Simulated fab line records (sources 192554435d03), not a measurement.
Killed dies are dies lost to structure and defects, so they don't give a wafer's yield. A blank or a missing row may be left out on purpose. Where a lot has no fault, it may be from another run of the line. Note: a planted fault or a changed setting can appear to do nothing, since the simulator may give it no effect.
A struck lot beside a sound one	flow n5-finfet	16 steps out of a route of 1938
Sound: wafers L325.2, L325.3, L325.5. Struck: wafers L332.3, L332.5, L332.6. At the end, the cause is stated.
Order at every step that has rows: each side's tool, ch and its chambers, its first start. Under that, the readings that differ: sound wafers	struck wafers	difference of the means	sigmas: that difference in standard deviations of wafers without a fault.
alike: same words and numbers on both sides, and readings whose means sit less than 2 such deviations apart. not compared: any withheld reading, any reading some wafer has no value for, any bound like >300 that may hide the same value, and any number with overlapping values for which the record gives no deviation.
The two part at a step that has a row with sigmas, a row that says differs or no value, or rows on one side only. Numbers that don't overlap but have no deviation are shown without sigmas and don't part them. A reading that every wafer of one side lacks parts them only if that side has two wafers or more.

N5_BEOL_M1_DESCUM_16: chemistry O2, time 7 s.
  sound on rie-diel-05 ch 1,2, day 7 10:40; struck on rie-diel-01 ch 0,1,2, day 9 00:56
  alike: drypump-motor-current-A, oes-product-au, rf-vpp-V, showerhead-plenum-p-Torr, throttle-valve-pct
  not compared: rf-hours-counter-h
N5_BEOL_M1_ETCH_74: etches underlayer in N2/H2, target depth 6.5 nm, time 5.2 s.
  sound on rie-diel-05 ch 1,2, day 7 10:43; struck on rie-diel-01 ch 0,1,2, day 9 00:59
reading	sound	struck	difference	sigmas
etch-rf-on-time-s (s)	5.32 5.30 5.36	5.19 5.09 5.03	-0.22	-2
  alike: drypump-motor-current-A, n2-flow-sccm, oes-product-au, rf-vpp-V, showerhead-plenum-p-Torr, throttle-valve-pct
  not compared: rf-hours-counter-h
N5_BEOL_M1_ETCH_63: etches SiARC in CF4, target depth 15.6 nm, time 26 s.
  sound on rie-diel-05 ch 1,2, day 7 10:44; struck on rie-diel-01 ch 0,1,2, day 9 00:59
  alike: drypump-motor-current-A, etch-rf-on-time-s, oes-product-au, rf-vpp-V, showerhead-plenum-p-Torr, throttle-valve-pct
  not compared: rf-hours-counter-h
N5_BEOL_M1_ETCH_64: etches SOC in N2/H2, target depth 75 nm, overetch 15 nm, time 112.5 s.
  sound on rie-diel-05 ch 1,2, day 7 10:45; struck on rie-diel-01 ch 0,1,2, day 9 01:01
  alike: drypump-motor-current-A, n2-flow-sccm, oes-product-au, rf-vpp-V, showerhead-plenum-p-Torr, throttle-valve-pct
  not compared: rf-hours-counter-h
then, 4 steps without rows for these wafers: N5_BEOL_M1_STRIP_65 (strips in N2/H2); N5_BEOL_M1_STRIP_75 (strips in N2/H2); N5_BEOL_M1_STRIP_66 (strips in CF4); N5_BEOL_M1_HM_OPEN_17 (chemistry Cl2/BCl3, target TiN, target depth 20 nm, overetch 6 nm).
N5_BEOL_M1_STRIP_19: strips in O2.
  sound on rie-diel-03 ch 1,2, day 7 11:05; struck on rie-diel-01 ch 0,2, day 9 01:18
  alike: drypump-motor-current-A, oes-product-au, rf-vpp-V, showerhead-plenum-p-Torr, throttle-valve-pct
  not compared: rf-hours-counter-h
N5_BEOL_M1_CD_MEAS_18: pitch 36 nm, target cd 18 nm.
  sound on cd-sem-03 at day 7 11:09; struck on cd-sem-02 at day 9 01:22
  alike: cd-nm
then, 2 steps without rows for these wafers: N5_BEOL_M1_COAT_67 (time 60 s, resist thk 60 nm); N5_BEOL_M1_COAT_68 (time 60 s, resist thk 12 nm).
N5_BEOL_M1_COAT_76: time 60 s, resist thk 5 nm.
  sound on litho-track-04 ch 0, day 7 11:11; struck on litho-track-05 ch 0, day 9 01:25
reading	sound	struck	difference	sigmas
heater-power-total-W (W)	391.4 390.3 393.8	406.9 408.7 408.9	+16.3	+13
plate-temp-C (C)	205.18 204.91 205.08	212.22 212.17 212.39	+7.20	+48
then, 1 step without rows for these wafers: N5_BEOL_M1_COAT_22 (resist thk 30 nm).
N5_BEOL_M4_RC_MEAS_101:
  sound on prober-02 ch 0, day 9 07:48; struck on prober-02 ch 0, day 10 21:26
reading	sound	struck	difference	sigmas
SS_N (mV/dec)	71.3 71.1 71.3	72.6 72.5 72.6	+1.3	+3
  alike: DIBL_N, DIBL_P, IOFF_N, IOFF_P, ION_N, ION_P, SS_P, VT_N, VT_P
-- a jump in the record: the struck wafers' starts before and after are 4 days apart (it breaks off in module BEOL_M4 and resumes in module PASSIVATION, where the first step shown is number 1936 of the route) --
N5_PASSIVATION_PROBE_49:
  the record has rows for the struck wafers here (prober-01, day 15 00:20) and none for the sound ones

## WHERE THEY PART
At N5_BEOL_M1_ETCH_74 first; at N5_PASSIVATION_PROBE_49 last (within this record only).

WHY: what the simulator had put in
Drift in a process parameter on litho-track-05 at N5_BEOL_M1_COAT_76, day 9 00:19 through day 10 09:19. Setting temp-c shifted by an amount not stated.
